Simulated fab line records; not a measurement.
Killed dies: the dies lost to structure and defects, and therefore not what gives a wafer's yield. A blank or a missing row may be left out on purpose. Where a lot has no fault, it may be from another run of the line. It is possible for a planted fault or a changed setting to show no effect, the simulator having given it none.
A lot that was struck, set against a sound lot	flow nand harc	15 steps out of a route of 1159
Sound: these wafers, L271.1, L271.5, L271.6. The struck wafers were L284.3, L284.5, L284.6. At the end, the cause is stated.
For every step that has rows: the tool of each side, followed by ch and its chambers, followed by its first start. Under that, the readings that differ: sound wafers	struck wafers	difference of the means	sigmas: that difference in standard deviations of wafers without a fault.
alike: readings whose means differ by less than 2 such deviations, and words and numbers that are the same on both sides. not compared: withheld readings, readings that some wafer has no value for, bounds like >300 that may hide the same value, and numbers for which the record gives no deviation and whose values overlap.
Wherever a step has rows on one side only, a row that says differs or no value, or a row with sigmas, the two part there. Numbers that don't overlap but have no deviation are shown without sigmas and don't part them. A reading that every wafer of one side lacks parts them only if that side has two wafers or more.

NHARC_A_BONDPAD_OVL_MEAS_35:
  sound on overlay-01 at day 18 01:59; struck on overlay-02 at day 21 01:27
reading	sound	struck	difference	sigmas
overlay y nm (nm)	-19 -18 -18	-6 -6 -6	+12	+2
  alike: overlay x nm
then, 2 steps without rows for these wafers: NHARC_A_BONDPAD_HARDBAKE_10 (time 65 s); NHARC_A_BONDPAD_DESCUM_11 (chemistry O2, time 3 s).
NHARC_A_BONDPAD_ETCH_34: etches the open film in N2/H2, target depth 60 nm, overetch 18 nm, time 65.91 s.
  sound on rie diel-06 ch 0,1,3, day 18 02:13; struck on rie diel-06 ch 1,2,3, day 21 01:40
  alike: drypump motor current A, oes product au, rf vpp V, showerhead plenum p Torr, throttle valve pct
  not compared: rf hours counter h
then, 1 step without rows for these wafers: NHARC_A_BONDPAD_ETCH_12 (etches the open film in CHF3/O2, target depth 220 nm, time 110 s).
NHARC_A_BONDPAD_CD_MEAS_13:
  sound on cd sem-01 at day 18 02:26; struck on cd sem-01 at day 21 01:53
  alike: cd nm
then, 1 step without rows for these wafers: NHARC_A_BONDPAD_STRIP_15 (strips in O2).
NHARC_A_BONDPAD_ETCH_24: etches the open film in CF4/N2, target depth 30 nm, time 72.99 s.
  sound: rie diel-08 ch 1,2; struck: rie diel-11 ch 0,3
  alike: drypump motor current A, oes product au, rf vpp V, showerhead plenum p Torr, throttle valve pct
  not compared: rf hours counter h
then, 1 step without rows for these wafers: NHARC_A_BONDPAD_STRIP_16 (strips in post etch residue remover, time 600 s).
NHARC_A_BONDPAD_DEGAS_25: time 60 s.
  sound on pvd sputter-01 at day 18 03:04; struck on pvd sputter-01 at day 21 02:31
  alike: heater power w
NHARC_A_BONDPAD_PRE_CLEAN_26: time 30 s.
  sound on pvd sputter-01; struck on pvd sputter-01
  alike: heater power w
NHARC_A_BONDPAD_PVD_17: deposits TaN, target thk 5 nm, time 8.06 s.
  sound on pvd sputter-01; struck on pvd sputter-01
  alike: bias v, cathode dc power W, throttle valve pct
NHARC_A_BONDPAD_PVD_27: deposits Cu, target thk 30 nm, time 20.49 s.
  sound on pvd sputter-01 at day 18 03:17; struck on pvd sputter-01 at day 21 02:49
  no value came back on the struck wafers for cathode dc power W (W), chamber pressure pa (Pa), throttle valve pct (%); on the sound wafers cathode dc power W (W) reads 4999.9 4999.2 5000.7
then, 1 step without rows for these wafers: NHARC_A_BONDPAD_ECD_18 (material Cu, target thk 400 nm).
NHARC_END_SORT_01:
  the record has rows for the struck wafers here (prober-02 ch 0, day 22 15:08) and none for the sound ones

== WHERE THEY PART ==
Last at NHARC_END_SORT_01 as far as this record goes, first at NHARC_A_BONDPAD_OVL_MEAS_35.

WHY: what had been put in by the simulator
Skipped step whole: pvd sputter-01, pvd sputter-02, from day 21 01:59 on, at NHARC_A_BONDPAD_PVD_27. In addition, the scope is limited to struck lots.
